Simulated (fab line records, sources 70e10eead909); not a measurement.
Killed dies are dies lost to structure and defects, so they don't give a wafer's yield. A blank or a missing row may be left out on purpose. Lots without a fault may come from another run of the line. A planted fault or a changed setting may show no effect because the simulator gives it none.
fab line records | flow nand_harc | part 1 of 2: steps 1 to 24 of 31
record lots=5 wafers=15 last_day=33
route steps=1302 shown P_ZERO_WELL@60 P_STI@69
lots that met no fault: from a run of the same line without faults
start_h: hours from the record's first day to the start of the lot's first wafer shown | wait_h: hours since the lot's step before | " the same as in the row above | L1.1+2: a row that stands for several wafers | - no value, or no start given | * or withheld: withheld | < > ~ a bound
route shown NAME@n: a module of which the file shows steps, and the number in the route of the first | usual: mean/standard deviation of fault-free wafers | same: alike in all rows | chamber/n: place in a boat | sites: the reading at each site | _std_site: their standard deviation | _edge_site: outer sites' mean less inner sites' | radius_mm: how far each site lies from the wafer's centre | mask NAME#n: copy n | behind: the tool/chamber that last shaped the wafer | hold: why the lot was held/for how many hours/how that ended | device: the transistor (n, p or np) that didn't switch | end of line: the same wafers' tests at the end of the route | a step without rows: its recipe alone | killed: dies lost to structure and defects at the first sort, not the wafer's yield | map: a wafer's dies, x killed, . not, _ none there
set.NAME: the setting as run; set.NAME@STEP: as run at that earlier step | model.NAME: the simulator's own value behind a step, which no gauge read
lots at some steps of the route; a table a step, a row a wafer
services: from which hour (start_h, from the record's first day; less than 0 if before it) a tool's chamber was out of use, for how many hours, and why
## steps
# step NHARC_P_ZERO_WELL_HARDBAKE_53
# recipe temp_c=125 time_s=80
# usual chill_plate_temp_C=23.02/0.1 exhaust_pa=45.1/0.87
# columns lot.wafer tool chamber start_h wait_h chill_plate_temp_C exhaust_pa
L075.2 litho_track-02 0 35.63 - 22.78 45.7
L075.3 " 0 " " 22.88 45.3
L075.6 " 0 " " 22.87 45.9
L078.1 litho_track-05 0 65.71 - 23.05 45.2
L078.5 " 0 " " 22.93 44.7
L078.6 " 0 " " 23.12 45.4
L081.1 litho_track-07 0 97.55 - 23.20 44.7
L081.4 " 0 " " 23.16 44.7
L081.5 " 0 " " 23.07 43.0
L096.3 litho_track-07 0 246.06 - 23.07 45.5
L096.4 " 0 " " 22.96 45.7
L096.5 " 0 " " 23.09 45.0
L097.2 litho_track-05 0 256.04 - 23.12 44.3
L097.4 " 0 " " 23.03 44.7
L097.6 " 0 " " 23.01 45.8
# step NHARC_P_ZERO_WELL_DESCUM_54
# recipe time_s=3 o2_flow_sccm=200 ar_flow_sccm=0 bias_power_w=0 chemistry=O2
# usual drypump_motor_current_A=5.8/0.51 oes_product_au=1.002/0.0087 rf_vpp_V=57.9/0.82 showerhead_plenum_p_Torr=1.93/0.056 throttle_valve_pct=11.311/0.0089
# columns lot.wafer tool chamber start_h wait_h drypump_motor_current_A oes_product_au rf_hours_counter_h rf_vpp_V showerhead_plenum_p_Torr throttle_valve_pct
L075.2 rie_diel-06 2 35.70 - 4.6 0.997 28 57.1 1.98 11.299
L075.3 " 3 " " 5.3 1.001 24 59.1 1.92 11.306
L075.6 " 2 " " 4.6 0.998 - 57.5 1.98 11.311
L078.1 rie_diel-12 3 65.80 - 6.0 1.004 43 59.0 1.97 11.312
L078.6 " 2 " " 5.8 0.976 - 58.9 1.95 11.311
L078.5 " 3 " " 6.0 0.995 - 58.3 1.97 11.300
L081.1 rie_diel-10 3 97.63 - 5.0 1.000 8 59.0 1.99 11.304
L081.4 " 2 " " 5.9 1.007 9 57.9 2.02 11.314
L081.5 " 3 " " 5.0 1.010 - 57.7 1.99 11.297
L096.4 rie_diel-06 1 248.18 - 6.0 1.005 34 57.0 1.82 11.318
L096.3 " 3 " " 5.3 1.007 37 57.6 1.90 11.314
L096.5 " 0 " " 6.4 1.006 - 56.9 1.96 11.306
L097.2 rie_diel-12 3 256.11 - 6.0 0.998 51 58.2 1.95 11.304
L097.4 " 3 " " 6.0 0.999 - 57.6 1.95 11.310
L097.6 " 1 " " 5.9 0.999 - 57.8 1.91 11.308
# step NHARC_P_ZERO_WELL_IMPLANT_55
# recipe energy_kev=180 dose_cm2=8e+11 tilt_deg=7
# usual beam_on_s=10.02/0.18 dose_ions_cm2=7.999e+11/9.2e+08
# same implant_ion_amu=11
# columns lot.wafer tool chamber start_h wait_h beam_on_s dose_ions_cm2
L075.2 implanter-01 0 35.88 0.2 9.99 7.998e+11
L075.3 " 0 " " 10.28 7.997e+11
L075.6 " 0 " " 10.23 8.012e+11
L078.1 implanter-02 0 65.94 0.1 9.80 8.003e+11
L078.5 " 0 " " 9.96 7.994e+11
L078.6 " 0 " " 9.77 8.001e+11
L081.1 implanter-01 0 97.78 0.1 10.10 7.996e+11
L081.4 " 0 " " 10.39 7.995e+11
L081.5 " 0 " " 10.25 7.986e+11
L096.3 implanter-01 0 248.37 0.2 10.14 7.997e+11
L096.4 " 0 " " 10.23 7.998e+11
L096.5 " 0 " " 10.23 8.01e+11
L097.2 implanter-01 0 256.31 0.2 9.90 8.008e+11
L097.4 " 0 " " 10.10 8.001e+11
L097.6 " 0 " " 10.14 8e+11
# step NHARC_P_ZERO_WELL_IMPLANT_61
# recipe energy_kev=30 dose_cm2=5e+11 tilt_deg=7
# usual beam_on_s=10.02/0.21 dose_ions_cm2=5.002e+11/6.5e+08
# same implant_ion_amu=11
# columns lot.wafer tool chamber start_h wait_h beam_on_s dose_ions_cm2
L075.2 implanter-01 0 36.06 0.1 10.13 5.007e+11
L075.3 " 0 " " 10.28 5.009e+11
L075.6 " 0 " " 10.03 5.02e+11
L078.1 implanter-02 0 66.12 0.2 10.05 5.003e+11
L078.5 " 0 " " 10.41 5.003e+11
L078.6 " 0 " " 9.70 4.997e+11
L081.1 implanter-01 0 97.96 0.1 9.59 4.994e+11
L081.4 " 0 " " 10.03 5.006e+11
L081.5 " 0 " " 10.53 4.993e+11
L096.3 implanter-01 0 248.55 0.2 9.98 5.002e+11
L096.4 " 0 " " 10.04 5.007e+11
L096.5 " 0 " " 10.08 5.001e+11
L097.2 implanter-01 0 256.49 0.1 9.83 4.999e+11
L097.4 " 0 " " 10.39 5.003e+11
L097.6 " 0 " " 9.88 5.001e+11
# step NHARC_P_ZERO_WELL_STRIP_56
# recipe time_s=840 temp_c=130 chemistry=SPM
# columns lot.wafer tool chamber start_h wait_h
L075.6+2+3 wet_bench-07 7,0,3 36.25 0.0
L078.1+6+5 wet_bench-07 0,1,4 66.34 0.2
L081.4+1+5 wet_bench-09 2,3,6 98.18 0.1
L096.3+4+5 wet_bench-07 0,1,3 248.71 0.1
L097.2+6+4 wet_bench-07 2,3,4 256.70 0.2
# step NHARC_P_ZERO_WELL_PRECLEAN_68
# recipe time_s=60 temp_c=50 bath_age_min=0 chemistry=SC1
# usual nh4oh_flow_mL_min=28.30/0.094
# columns lot.wafer tool chamber start_h wait_h nh4oh_flow_mL_min
L075.6 wet_bench-07 7 - - 28.19
L075.2 " 0 " " 28.25
L075.3 " 3 " " 28.29
L078.1 wet_bench-07 0 - - 28.26
L078.6 " 1 " " 28.24
L078.5 " 4 " " 28.41
L081.4 wet_bench-09 2 - - 28.35
L081.1 " 3 " " 28.21
L081.5 " 6 " " 28.41
L096.3 wet_bench-07 0 - - 28.28
L096.4 " 1 " " 28.24
L096.5 " 3 " " 28.32
L097.2 wet_bench-07 2 - - 28.38
L097.6 " 3 " " 28.24
L097.4 " 4 " " 28.14
# step NHARC_P_ZERO_WELL_SRD_69
# columns lot.wafer tool chamber start_h wait_h
L075.6+2+3 wet_bench-07 7,0,3 - -
L078.1+6+5 wet_bench-07 0,1,4 - -
L081.4+1+5 wet_bench-09 2,3,6 - -
L096.3+4+5 wet_bench-07 0,1,3 - -
L097.2+6+4 wet_bench-07 2,3,4 - -
# step NHARC_P_ZERO_WELL_RTA_42
# recipe temp_c=1100 time_s=300
# usual lamp_power_pct=42.0/0.86 lamp_zone_1_pct=42.0/0.86 lamp_zone_5_pct=42.0/0.85 wafer_temp_C_max=1104.4/2.3
# columns lot.wafer tool chamber start_h wait_h lamp_power_pct lamp_zone_1_pct lamp_zone_5_pct wafer_temp_C_max
L075.2 rtp_anneal-01 0 36.79 - 42.7 42.6 42.7 1102.8
L075.3 " 0 " " 42.6 42.7 42.6 1102.3
L075.6 " 0 " " 42.7 42.6 42.7 1102.4
L078.1 rtp_anneal-01 0 66.77 - 42.6 42.6 42.7 1102.7
L078.5 " 0 " " 42.7 42.7 42.7 1102.7
L078.6 " 0 " " 42.7 42.6 42.7 1103.1
L081.1 rtp_anneal-02 0 98.61 - 40.8 40.9 40.8 1107.4
L081.4 " 0 " " 40.8 40.8 40.8 1106.2
L081.5 " 0 " " 40.8 40.9 40.8 1106.0
L096.3 rtp_anneal-01 0 249.37 - 42.6 42.5 42.6 1103.3
L096.4 " 0 " " 42.5 42.6 42.6 1104.0
L096.5 " 0 " " 42.6 42.6 42.6 1103.8
L097.2 rtp_anneal-01 0 257.23 - 42.7 42.6 42.6 1102.4
L097.4 " 0 " " 42.6 42.7 42.6 1102.8
L097.6 " 0 " " 42.7 42.7 42.6 1103.2
# step NHARC_P_ZERO_WELL_INSPECT_43
# usual raw_defect_count=11/5.6
# columns lot.wafer tool chamber start_h wait_h raw_defect_count
L075.2 defect_inspect-02 - 37.37 0.5 12
L075.3 " - " " 7
L075.6 " - " " 7
L078.1 defect_inspect-01 - 67.44 0.6 10
L078.5 " - " " 8
L078.6 " - " " 17
L081.1 defect_inspect-02 - 99.28 0.6 5
L081.4 " - " " 18
L081.5 " - " " 10
L096.3 defect_inspect-01 - 249.83 0.4 13
L096.4 " - " " 6
L096.5 " - " " 11
L097.2 defect_inspect-02 - 257.80 0.5 4
L097.4 " - " " 7
L097.6 " - " " 7
# step NHARC_P_STI_ETCH_26
# recipe target_depth_a=110 chemistry=dHF material=SiO2
# columns lot.wafer tool chamber start_h wait_h
L075.6+2+3 wet_bench-05 7,1,2 37.42 0.0
L078.5+1+6 wet_bench-05 6,7,2 67.51 0.1
L081.1+4+5 wet_bench-06 6,0,3 99.33 0.1
L096.5+4+3 wet_bench-06 5,6,0 249.88 0.0
L097.4+6+2 wet_bench-06 0,1,3 257.86 0.1
# step NHARC_P_STI_PRECLEAN_27
# recipe time_s=* temp_c=50 bath_age_min=0 chemistry=SC1
# usual nh4oh_flow_mL_min=28.30/0.096
# columns lot.wafer tool chamber start_h wait_h nh4oh_flow_mL_min
L075.6 wet_bench-05 7 37.49 0.1 28.35
L075.2 " 1 " " 28.22
L075.3 " 2 " " 28.38
L078.5 wet_bench-05 6 67.57 0.0 28.28
L078.1 " 7 " " 28.25
L078.6 " 2 " " 28.06
L081.1 wet_bench-06 6 99.40 0.1 28.22
L081.4 " 0 " " 28.27
L081.5 " 3 " " 28.33
L096.5 wet_bench-06 5 249.95 0.1 28.34
L096.4 " 6 " " 28.29
L096.3 " 0 " " 28.23
L097.4 wet_bench-06 0 257.93 0.1 28.22
L097.6 " 1 " " 28.25
L097.2 " 3 " " 28.34
# step NHARC_P_STI_SRD_28
# columns lot.wafer tool chamber start_h wait_h
L075.6+2+3 wet_bench-05 7,1,2 - -
L078.5+1+6 wet_bench-05 6,7,2 - -
L081.1+4+5 wet_bench-06 6,0,3 - -
L096.5+4+3 wet_bench-06 5,6,0 - -
L097.4+6+2 wet_bench-06 0,1,3 - -
# step NHARC_P_STI_OXIDE_29
# recipe target_thk_a=100 temp_c=900 ox_time_s=1362 material=SiO2
# usual spike_tc_top_C=911.3/2.9 zone_power_centre_pct=19.9/1.8
# columns lot.wafer tool chamber start_h wait_h spike_tc_top_C zone_power_centre_pct
L075.2 furnace-08 0 41.32 - 911.6 22.2
L075.3 " 0 " " 911.8 21.4
L075.6 " 0 " " 913.0 21.4
L078.1 furnace-07 0 75.21 - 908.2 20.8
L078.5 " 0 " " 907.7 20.7
L078.6 " 0 " " 908.8 20.9
L081.1 furnace-06 0 102.53 - 914.2 17.5
L081.4 " 0 " " 914.4 17.6
L081.5 " 0 " " 914.6 17.7
L096.3 furnace-06 0 254.07 - 914.9 17.0
L096.4 " 0 " " 915.8 17.3
L096.5 " 0 " " 914.7 17.6
L097.2 furnace-06 0 263.71 - 913.8 17.2
L097.4 " 0 " " 915.1 17.3
L097.6 " 0 " " 912.9 17.4
# step NHARC_P_STI_HM_DEP_30
# recipe target_thk_a=800 temp_c=790 pressure_mtorr=300 time_s=873 material=Si3N4
# usual pressure_mtorr=299.8/0.54 spike_tc_top_C=804/3.1 zone_power_centre_pct=14.6/1.1
# columns lot.wafer tool chamber start_h wait_h pressure_mtorr spike_tc_top_C zone_power_centre_pct
L075.2 lpcvd-02 1 49.94 4.9 300.3 807 15.0
L075.3 " 1 " " 300.4 809 15.0
L075.6 " 1 " " 300.2 808 14.9
L078.1 lpcvd-01 1 82.37 3.5 300.7 809 16.2
L078.5 " 1 " " 299.9 807 16.2
L078.6 " 1 " " 300.1 806 16.1
L081.1 lpcvd-02 0 109.73 3.5 300.4 801 13.1
L081.4 " 0 " " 300.1 800 13.5
L081.5 " 0 " " 300.4 801 13.3
L096.3 lpcvd-02 1 261.23 3.5 299.6 804 15.1
L096.4 " 1 " " 300.0 807 15.3
L096.5 " 1 " " 300.2 806 15.1
L097.2 lpcvd-02 1 270.88 3.5 300.3 807 15.1
L097.4 " 1 " " 300.5 806 14.9
L097.6 " 1 " " 300.7 807 15.0
# step NHARC_P_STI_DEHYDRATE_01
# recipe temp_c=150 time_s=120
# usual chill_plate_temp_C=22.97/0.11 exhaust_pa=44.9/0.86
# columns lot.wafer tool chamber start_h wait_h chill_plate_temp_C exhaust_pa
L075.2 litho_track-07 0 53.60 0.4 22.99 44.6
L075.3 " 0 " " 22.88 44.2
L075.6 " 0 " " 22.98 45.1
L078.1 litho_track-07 0 86.03 0.4 22.93 44.1
L078.5 " 0 " " 22.75 46.2
L078.6 " 0 " " 22.94 44.7
L081.1 litho_track-07 0 113.39 0.4 22.96 44.4
L081.4 " 0 " " 22.71 43.2
L081.5 " 0 " " 22.96 43.8
L096.3 litho_track-07 0 264.87 0.4 23.05 44.4
L096.4 " 0 " " 22.86 43.6
L096.5 " 0 " " 22.98 43.5
L097.2 litho_track-07 0 276.24 0.4 22.92 45.1
L097.4 " 0 " " 22.72 45.7
L097.6 " 0 " " 22.92 46.3
# step NHARC_P_STI_HMDS_02
# recipe time_s=30
# usual chill_plate_temp_C=23.00/0.1 exhaust_pa=45.0/0.79
# columns lot.wafer tool chamber start_h wait_h chill_plate_temp_C exhaust_pa
L075.2 litho_track-07 0 - - 22.81 45.0
L075.3 " 0 " " 23.00 44.7
L075.6 " 0 " " 22.97 44.1
L078.1 litho_track-07 0 - - 23.01 45.6
L078.5 " 0 " " 22.83 46.3
L078.6 " 0 " " 22.93 46.0
L081.1 litho_track-07 0 - - 22.98 44.2
L081.4 " 0 " " 23.10 46.0
L081.5 " 0 " " 22.88 44.6
L096.3 litho_track-07 0 - - 23.04 44.0
L096.4 " 0 " " 23.15 44.9
L096.5 " 0 " " 23.01 45.4
L097.2 litho_track-07 0 - - 22.94 46.9
L097.4 " 0 " " 23.07 45.7
L097.6 " 0 " " 22.88 46.3
# step NHARC_P_STI_COAT_41
# recipe temp_c=200 time_s=65
# usual chill_plate_temp_C=23.00/0.11 exhaust_pa=44.9/0.76
# columns lot.wafer tool chamber start_h wait_h chill_plate_temp_C exhaust_pa
L075.2 litho_track-07 0 - - 23.08 45.9
L075.3 " 0 " " 22.71 45.4
L075.6 " 0 " " 23.10 44.4
L078.1 litho_track-07 0 - - 22.85 44.6
L078.5 " 0 " " 23.02 45.2
L078.6 " 0 " " 22.89 44.4
L081.1 litho_track-07 0 - - 23.14 44.8
L081.4 " 0 " " 23.24 43.5
L081.5 " 0 " " 23.01 44.4
L096.3 litho_track-07 0 - - 23.05 45.2
L096.4 " 0 " " 22.97 45.8
L096.5 " 0 " " 22.98 45.9
L097.2 litho_track-07 0 - - 22.84 44.6
L097.4 " 0 " " 23.07 45.6
L097.6 " 0 " " 22.93 44.4
# step NHARC_P_STI_COAT_03
# recipe spin_rpm=2000 resist_thk_nm=600
# usual chill_plate_temp_C=23.02/0.11 exhaust_pa=45.0/0.87
# columns lot.wafer tool chamber start_h wait_h chill_plate_temp_C exhaust_pa
L075.2 litho_track-07 0 - - 23.15 44.9
L075.3 " 0 " " 23.22 43.8
L075.6 " 0 " " 22.82 45.1
L078.1 litho_track-07 0 - - 23.22 44.4
L078.5 " 0 " " 23.12 46.4
L078.6 " 0 " " 23.03 45.1
L081.1 litho_track-07 0 - - 22.96 44.8
L081.4 " 0 " " 22.92 44.4
L081.5 " 0 " " 22.92 46.2
L096.3 litho_track-07 0 - - 23.13 45.6
L096.4 " 0 " " 23.03 45.8
L096.5 " 0 " " 23.01 46.1
L097.2 litho_track-07 0 - - 22.97 45.0
L097.4 " 0 " " 23.03 45.5
L097.6 " 0 " " 22.90 45.4
# step NHARC_P_STI_SOFTBAKE_04
# recipe temp_c=125 time_s=70
# usual chill_plate_temp_C=23.02/0.1 exhaust_pa=44.9/0.81
# columns lot.wafer tool chamber start_h wait_h chill_plate_temp_C exhaust_pa
L075.2 litho_track-07 0 - - 23.03 44.6
L075.3 " 0 " " 22.86 44.0
L075.6 " 0 " " 23.08 44.6
L078.1 litho_track-07 0 - - 22.93 44.9
L078.5 " 0 " " 23.03 45.1
L078.6 " 0 " " 23.10 43.8
L081.1 litho_track-07 0 - - 22.89 44.3
L081.4 " 0 " " 23.16 44.6
L081.5 " 0 " " 23.06 45.2
L096.3 litho_track-07 0 - - 23.07 43.5
L096.4 " 0 " " 22.95 45.5
L096.5 " 0 " " 22.97 45.7
L097.2 litho_track-07 0 - - 22.80 45.9
L097.4 " 0 " " 22.85 45.1
L097.6 " 0 " " 22.80 46.2
# step NHARC_P_STI_EBR_05
# usual chill_plate_temp_C=22.99/0.096 exhaust_pa=44.9/0.93
# columns lot.wafer tool chamber start_h wait_h chill_plate_temp_C exhaust_pa
L075.2 litho_track-07 0 - - 22.99 44.0
L075.3 " 0 " " 22.95 43.7
L075.6 " 0 " " 22.98 44.1
L078.1 litho_track-07 0 - - 23.09 43.4
L078.5 " 0 " " 23.05 44.2
L078.6 " 0 " " 22.91 45.6
L081.1 litho_track-07 0 - - 22.90 45.2
L081.4 " 0 " " 22.79 47.9
L081.5 " 0 " " 22.84 45.7
L096.3 litho_track-07 0 - - 23.15 44.3
L096.4 " 0 " " 22.97 44.3
L096.5 " 0 " " 23.01 43.6
L097.2 litho_track-07 0 - - 22.88 43.8
L097.4 " 0 " " 22.96 44.5
L097.6 " 0 " " 23.01 44.0
# step NHARC_P_STI_EXPOSE_06
# recipe na=0.55 target_cd_nm=200 dose_mj=37.69 mask_id=P_STI
# usual reticle_temp_C=23.03/0.11
# columns lot.wafer tool chamber start_h wait_h mask reticle_temp_C
L075.2 krf_scanner-04 0 53.90 - P_STI#0 23.28
L075.3 " 0 " " P_STI#0 23.13
L075.6 " 0 " " P_STI#0 23.22
L078.1 krf_scanner-01 0 86.32 - P_STI#0 23.07
L078.5 " 0 " " P_STI#0 23.04
L078.6 " 0 " " P_STI#0 22.98
L081.1 krf_scanner-03 0 113.68 - P_STI#0 22.99
L081.4 " 0 " " P_STI#0 23.07
L081.5 " 0 " " P_STI#0 22.94
L096.3 krf_scanner-03 0 265.17 - P_STI#0 23.11
L096.4 " 0 " " P_STI#0 22.83
L096.5 " 0 " " P_STI#0 22.95
L097.2 krf_scanner-04 0 276.54 - P_STI#0 22.97
L097.4 " 0 " " P_STI#0 22.99
L097.6 " 0 " " P_STI#0 23.06
# step NHARC_P_STI_PEB_07
# recipe peb_temp_c=128 peb_time_s=80
# usual chill_plate_temp_C=23.00/0.11 exhaust_pa=45.2/0.78
# columns lot.wafer tool chamber start_h wait_h chill_plate_temp_C exhaust_pa
L075.2 litho_track-07 0 53.96 0.1 22.99 45.6
L075.3 " 0 " " 22.94 46.9
L075.6 " 0 " " 23.19 46.8
L078.1 litho_track-02 0 86.39 0.1 23.04 45.4
L078.5 " 0 " " 23.02 45.9
L078.6 " 0 " " 22.98 45.9
L081.1 litho_track-07 0 113.75 0.1 23.09 44.8
L081.4 " 0 " " 22.96 44.6
L081.5 " 0 " " 22.90 45.4
L096.3 litho_track-03 0 265.23 0.1 22.92 44.1
L096.4 " 0 " " 23.00 44.2
L096.5 " 0 " " 23.01 44.9
L097.2 litho_track-02 0 276.60 0.1 22.85 45.2
L097.4 " 0 " " 22.84 44.4
L097.6 " 0 " " 23.02 45.5
# step NHARC_P_STI_DEVELOP_08
# recipe time_s=50 dev_temp_c=22
# usual chill_plate_temp_C=22.99/0.1 exhaust_pa=45.1/0.87
# columns lot.wafer tool chamber start_h wait_h chill_plate_temp_C exhaust_pa
L075.2 litho_track-07 0 - - 23.01 44.8
L075.3 " 0 " " 23.05 43.0
L075.6 " 0 " " 23.00 45.1
L078.1 litho_track-02 0 - - 22.92 45.1
L078.5 " 0 " " 22.82 44.4
L078.6 " 0 " " 23.04 43.6
L081.1 litho_track-07 0 - - 22.84 44.1
L081.4 " 0 " " 23.10 45.1
L081.5 " 0 " " 22.97 46.0
L096.3 litho_track-03 0 - - 22.85 44.3
L096.4 " 0 " " 22.98 43.8
L096.5 " 0 " " 22.84 44.3
L097.2 litho_track-02 0 - - 23.08 46.0
L097.4 " 0 " " 22.84 45.0
L097.6 " 0 " " 23.04 44.1
# step NHARC_P_STI_CD_MEAS_09
# recipe target_cd_nm=200 landing_energy_ev=500
# usual cd_nm=201.1/2.2
# columns lot.wafer tool chamber start_h wait_h cd_nm
L075.2 cd_sem-01 0 54.05 - 203.9
L075.3 " 0 " " 202.1
L075.6 " 0 " " 200.2
L078.1 cd_sem-02 0 86.47 - 200.0
L078.5 " 0 " " 202.0
L078.6 " 0 " " 200.2
L081.1 cd_sem-01 0 113.83 - 202.0
L081.4 " 0 " " 202.6
L081.5 " 0 " " 204.5
L096.3 cd_sem-02 0 265.32 - 197.7
L096.4 " 0 " " 202.5
L096.5 " 0 " " 201.8
L097.2 cd_sem-02 0 276.69 - 201.2
L097.4 " 0 " " 201.2
L097.6 " 0 " " 197.4
